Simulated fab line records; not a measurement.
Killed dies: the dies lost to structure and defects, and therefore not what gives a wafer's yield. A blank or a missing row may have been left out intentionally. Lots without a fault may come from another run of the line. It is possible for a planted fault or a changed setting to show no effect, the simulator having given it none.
The same fault as seen by 3 desks | flow n5_finfet | only its own numbers are on each desk; what lay behind them is given at the end

== THE TOOL OWNER'S DESK: pecvd-01 ==
The tool's own readings at N5_PASSIVATION_PECVD_35 (deposits SiNx from SiH4/NH3/N2, target thk 700 nm, time 151.3 s): means of the sampled wafers that have a number, for each lot that ran on this tool. The brackets show how far a lot's mean lies from the usual mean; more than 4 standard deviations puts the lot out of limits, marked OUT.
Columns: A = heater_power_w at N5_PASSIVATION_PECVD_35, usual 404 W; B = run_length_s at N5_PASSIVATION_PECVD_35, usual 195.5 s; C = showerhead_plenum_p_Torr at N5_PASSIVATION_PECVD_35, usual 8.69 Torr; D = throttle_valve_pct at N5_PASSIVATION_PECVD_35, usual 29 %
lot  | first seen here | A   | B               | C    | D
L433 | day 14 08:01    | 327 | 195.1           | 8.68 | 26
L439 | day 15 13:10    | 412 | 195.1           | 8.66 | 26
L441 | day 17 08:59    | 449 | 169.0 (-60) OUT | 8.70 | 28
L447 | day 17 17:08    | 413 | 168.8 (-61) OUT | 8.71 | 28
This desk finds L441, L447 out of limits, L441 being first, at day 17 08:59 (run_length_s at N5_PASSIVATION_PECVD_35). In limits: L433, L439.

== THE DEFECT DESK ==
Lot by lot, what the route's inspections counted, given as the mean of those sampled wafers with a number. The brackets show how far a lot's mean lies from the usual mean; more than 4 standard deviations puts the lot out of limits, marked OUT.
Columns: A = raw_defect_count at N5_PASSIVATION_INSPECT_64, usual 2.0; B = raw_defect_count at N5_PASSIVATION_INSPECT_67, usual 2.0
lot  | first seen here | A   | B
L433 | day 14 06:39    | 0.7 | 3.0
L438 | day 15 00:38    | 3.7 | 1.3
L439 | day 15 11:25    | 0.7 | 3.0
L441 | day 17 07:44    | 2.7 | 2.0
L447 | day 17 15:53    | 1.3 | 1.3
L450 | day 19 01:38    | 3.0 | 3.0
This desk's verdict: no lot among the 6 shows anything out of limits.

== THE METROLOGY DESK ==
Means of the sampled wafers that have a number, per lot and without regard to the tool the lot ran on: this is what the gauges read. The brackets show how far a lot's mean lies from the usual mean; more than 4 standard deviations puts the lot out of limits, marked OUT.
Columns: A = cd_nm at N5_PASSIVATION_CD_MEAS_30, usual 3999.2 nm; B = PAD_OVL at N5_PASSIVATION_OVL_MEAS_63, usual -3 nm; C = cd_nm at N5_PASSIVATION_CD_MEAS_44, usual 40002 nm; D = PASS_OPEN_OVL at N5_PASSIVATION_OVL_MEAS_66, usual -5 nm
lot  | first seen here | A      | B  | C     | D
L433 | day 14 06:36    | 3999.0 | -2 | 40008 | -5
L438 | day 15 00:35    | 3999.6 | -6 | 40002 | -8
L439 | day 15 11:22    | 3998.6 | -3 | 39998 | -9
L441 | day 17 07:41    | 3998.7 | -2 | 40003 | 0
L447 | day 17 15:50    | 3999.7 | -5 | 39999 | -6
L450 | day 19 01:35    | 3998.3 | 1  | 40005 | -11
This desk's verdict: no lot among the 6 shows anything out of limits.

== PUT TOGETHER ==
An alarm could have come from the tool owner's desk at day 17 08:59, on L441, L447.
The defect desk saw nothing out of limits.
The metrology desk saw nothing out of limits.
The defect desk has L441, L447 on record, within its limits.
The metrology desk holds a record of L441, L447, inside its limits.
On pecvd-01, each named lot ran N5_PASSIVATION_PECVD_35.

== WHAT THE SIMULATOR PUT IN ==
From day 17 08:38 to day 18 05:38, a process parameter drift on pecvd-01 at N5_PASSIVATION_PECVD_35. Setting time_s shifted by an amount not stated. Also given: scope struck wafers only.
Struck lots among those shown: L441, L447.
How many hours passed from the start of the fault until each desk's first out-of-limits reading: the tool owner's desk, 0.
